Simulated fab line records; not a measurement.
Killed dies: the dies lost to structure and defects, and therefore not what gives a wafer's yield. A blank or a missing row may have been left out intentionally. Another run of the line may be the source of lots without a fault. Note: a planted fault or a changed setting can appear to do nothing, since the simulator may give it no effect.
Chamber matching ; flow n5-finfet ; N5_BEOL_M1_PRE_CLEAN_60 on cvd-co-01: 3 sister chambers
The step time 15 s. 27 wafers are shown with their chamber, then 12 later ones without.

EACH WAFER AND ITS CHAMBER
wafer;chamber;heater-power-w (W);rf-fwd-power-W (W)
L076.3;2;72;297.0
L076.5;2;70;296.6
L076.6;1;92;297.2
L075.1;2;70;297.0
L075.2;1;96;295.8
L075.6;2;71;297.0
L077.1;2;73;297.3
L077.3;1;96;295.9
L077.6;1;94;295.9
L079.1;1;95;294.2
L079.4;0;82;296.1
L079.5;2;71;296.8
L081.1;1;97;294.5
L081.2;2;72;295.7
L081.5;2;71;295.7
L083.1;0;80;297.1
L083.2;2;71;297.3
L083.3;1;96;297.8
L083.4;0;81;298.9
L083.5;2;71;295.2
L083.6;1;95;296.6
L084.1;1;96;296.8
L084.3;2;69;297.2
L084.5;0;80;295.8
L086.3;1;95;296.9
L086.5;0;82;298.2
L086.6;2;72;298.6

SIGNATURES (means of the wafers above)
reading;chamber 0;chamber 1;chamber 2;scatter within a chamber
heater-power-w;81.00;95.20;71.08;1.2
rf-fwd-power-W;297.220;296.160;296.783;1.08
Rule: for each reading, subtract the chamber's mean from the wafer's reading, divide by that reading's scatter and square the result; add these up over the readings and take the root, which gives the wafer's distance from the chamber. The wafer belongs to the nearest chamber; if the next one is less than 2 further off, it can't be placed. The scatter: take each reading less its chamber's mean, square it, sum over the shown wafers, divide by the number of wafers less the number of chambers, and take the root.

WAFERS WHOSE CHAMBER IS MISSING
wafer;heater-power-w (W);rf-fwd-power-W (W)
L087.2;82;295.3
L087.4;82;296.2
L087.5;72;296.2
L089.1;79;298.5
L089.3;72;296.9
L089.4;96;294.7
L094.3;73;296.5
L094.4;74;296.7
L094.6;81;296.0
L096.2;74;296.6
L096.3;81;297.4
L096.5;74;295.6

WHICH CHAMBER EACH ONE RAN IN
wafer;from the rows above;in truth
L087.2;0;0
L087.4;0;0
L087.5;2;2
L089.1;0;0
L089.3;2;2
L089.4;1;1
L094.3;2;2
L094.4;2;2
L094.6;0;0
L096.2;2;2
L096.3;0;0
L096.5;2;2
12 of 12 placed correctly. Left unplaced by these rows: 0. 0 placed wrongly.
